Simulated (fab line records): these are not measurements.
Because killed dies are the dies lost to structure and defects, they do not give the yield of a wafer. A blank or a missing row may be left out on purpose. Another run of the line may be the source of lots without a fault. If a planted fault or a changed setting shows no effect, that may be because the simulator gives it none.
Chamber matching    flow n5Finfet    N5_HKMG_FIN_CMP_94 on cmp-01: 4 sister chambers
The step polishes, stops on SiNx, t overpolish 4.7 s, target thk 43.299 nm. 8 wafers are shown with their chamber, then 11 later ones without.

WAFERS, EACH WITH ITS CHAMBER
wafer   chamber  motorCurrentA (A)  platenRpm (rpm)
L084.1  3        11.1               50.32
L084.4  0        15.4               50.30
L088.5  3        11.5               50.24
L088.6  2        10.4               50.33
L092.1  1        11.6               50.26
L092.2  2        10.6               50.35
L092.3  0        15.3               50.36
L094.2  1        12.4               50.24

WAFERS WITH NO CHAMBER GIVEN
wafer   motorCurrentA (A)  platenRpm (rpm)
L094.3  11.8               50.25
L094.5  11.6               50.32
L095.1  14.5               50.31
L095.3  11.5               50.38
L095.6  15.0               50.34
L096.2  11.1               50.34
L096.3  14.8               50.28
L096.6  11.8               50.26
L097.1  11.5               50.28
L097.3  10.4               50.31
L097.6  12.1               50.27

CHAMBER TAKEN BY EACH
wafer   from the rows above           in truth
L094.3  can't be placed: 1 or 3       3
L094.5  can't be placed: 3 or 1 or 2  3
L095.1  0                             0
L095.3  can't be placed: 3 or 2 or 1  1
L095.6  0                             0
L096.2  can't be placed: 3 or 2 or 1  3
L096.3  0                             0
L096.6  can't be placed: 1 or 3       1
L097.1  can't be placed: 3 or 1       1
L097.3  2                             2
L097.6  can't be placed: 1 or 3       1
4 of 11 placed correctly. Cannot be placed on the basis of these rows: 7; the candidates contain the true chamber in 7. Wrongly placed: 0.
How it was worked out, from the rows above alone: a wafer's distance from a chamber is the root of the sum, over the readings, of the square of ((its reading less the chamber's mean) divided by the reading's scatter). The wafer belongs to the nearest chamber; if the next one is less than 2 further off, it can't be placed. The mean given for a chamber averages the wafers shown for that chamber. How the scatter is found: for the shown wafers, subtract from each reading the mean of its chamber, square and add these, divide the total by (wafers less chambers), then take the root.
